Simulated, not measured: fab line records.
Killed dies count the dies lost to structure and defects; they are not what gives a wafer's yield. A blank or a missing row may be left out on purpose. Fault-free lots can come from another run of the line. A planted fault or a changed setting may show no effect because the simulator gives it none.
Which of the tools did it? -- flow nand-harc -- 33 wafers from 11 lots sampled at 5 of the route's 1159 steps

## WHAT EACH GAUGE READ, for each wafer
NHARC_END_SORT_01.
lot,measured,on,killed-at-array
L924,day 20 12:23,prober-02,675 673 671
L925,day 20 19:25,prober-02,676 675 676
L927,day 21 07:46,prober-02,666 674 675

## EACH LOT AND THE TOOL THAT RAN IT (in order: tool; ch and the chambers of the sampled wafers; start)
lot,NHARC_A_CONTACT_STRIP_82,NHARC_A_CONTACT_ETCH_88,NHARC_A_CONTACT_ETCH_135,NHARC_A_CONTACT_ETCH_98
L921,"rie-diel-06 ch 0,3, day 17 06:52 or earlier","rie-diel-06 ch 2,3, day 17 06:52","har-cap-etch-02 ch 0,1, day 17 08:04","rie-diel-06 ch 1,3, no start"
L924,"rie-diel-09 ch 0,1,3, day 17 15:23 or earlier","rie-diel-13 ch 1,2,3, day 17 15:23","har-cap-etch-02 ch 0,1, day 17 16:29","rie-diel-06 ch 0,1,3, day 20 12:23 or earlier"
L925,"rie-diel-06 ch 0,1,2, day 17 18:16 or earlier","rie-diel-06 ch 1,2,3, day 17 18:16","har-cap-etch-01 ch 0,1, day 17 19:22","rie-diel-06 ch 0,2,3, day 20 19:25 or earlier"
L927,"rie-diel-06 ch 1,2, day 19 03:49 or earlier","rie-diel-06 ch 1,2,3, day 19 03:49","har-cap-etch-03 ch 0,1, day 19 05:12","rie-diel-06 ch 1,2, day 19 06:23"
L934,"rie-diel-13 ch 0,2,3, day 19 20:00 or earlier","rie-diel-09 ch 0,3, day 19 20:00","har-cap-etch-03 ch 0,1, day 19 21:10","rie-diel-06 ch 1,2, no start"
L936,"rie-diel-09 ch 0,1, day 20 14:35 or earlier","rie-diel-09 ch 1,3, day 20 14:35","har-cap-etch-03 ch 0,1, day 20 15:52","rie-diel-09 ch 0,1,3, no start"
L938,"rie-diel-06 ch 0,1, day 20 23:53 or earlier","rie-diel-06 ch 1,2, day 20 23:53","har-cap-etch-01 ch 0,1, day 21 01:05","rie-diel-06 ch 0,1,2, no start"
L937,"rie-diel-13 ch 0,2,3, day 21 05:21 or earlier","rie-diel-13 ch 0,1,2, day 21 05:21","har-cap-etch-02 ch 0,1, day 21 06:32","rie-diel-06 ch 1,2,3, no start"
L941,"rie-diel-13 ch 2,3, day 22 04:09 or earlier","rie-diel-06 ch 0,2, day 22 04:09","har-cap-etch-01 ch 0,1, day 22 05:53","rie-diel-06 ch 0,1,3, no start"
L940,"rie-diel-13 ch 0,2,3, day 22 07:07 or earlier","rie-diel-06 ch 0,2, day 22 07:07","har-cap-etch-01 ch 0,1, day 22 08:39","rie-diel-06 ch 0,2, no start"
L943,"rie-diel-06 ch 0,3, day 22 20:38 or earlier","rie-diel-13 ch 0,1,3, day 22 20:38","har-cap-etch-01 ch 0,1, day 22 21:47","rie-diel-13 ch 1,2, no start"
- NHARC_A_CONTACT_STRIP_82: strips in O2.
- NHARC_A_CONTACT_ETCH_88: etches the open film in CF4, target depth 39 nm, time 65 s.
- NHARC_A_CONTACT_ETCH_135: etches the open film in C4F8/O2/Ar, time 132 s, target depth 1287 nm.
- NHARC_A_CONTACT_ETCH_98: etches the open film in C4F6/O2, target depth 20 nm, time 10 s.

## THE ANSWER, worked out from the rows above alone
Rule: usual is defined by the lots themselves. The widest of any qualifying gaps counts: lots, ordered by their means at a reading, are off when they make up no more than a third of the lots, leave a main group of 4 or more, and stand apart from it by 3 or more times the standard deviation of that group's means. A main group is skipped when, at the precision printed for the reading in the tables above, its means are all equal. Also off: a lot with no number at a reading for which 4 or more lots have one. The other lots that the step has rows for count as sound.
No lot is off at any reading shown: from this, nothing can be told.

## WHAT WAS PUT IN BY THE SIMULATOR
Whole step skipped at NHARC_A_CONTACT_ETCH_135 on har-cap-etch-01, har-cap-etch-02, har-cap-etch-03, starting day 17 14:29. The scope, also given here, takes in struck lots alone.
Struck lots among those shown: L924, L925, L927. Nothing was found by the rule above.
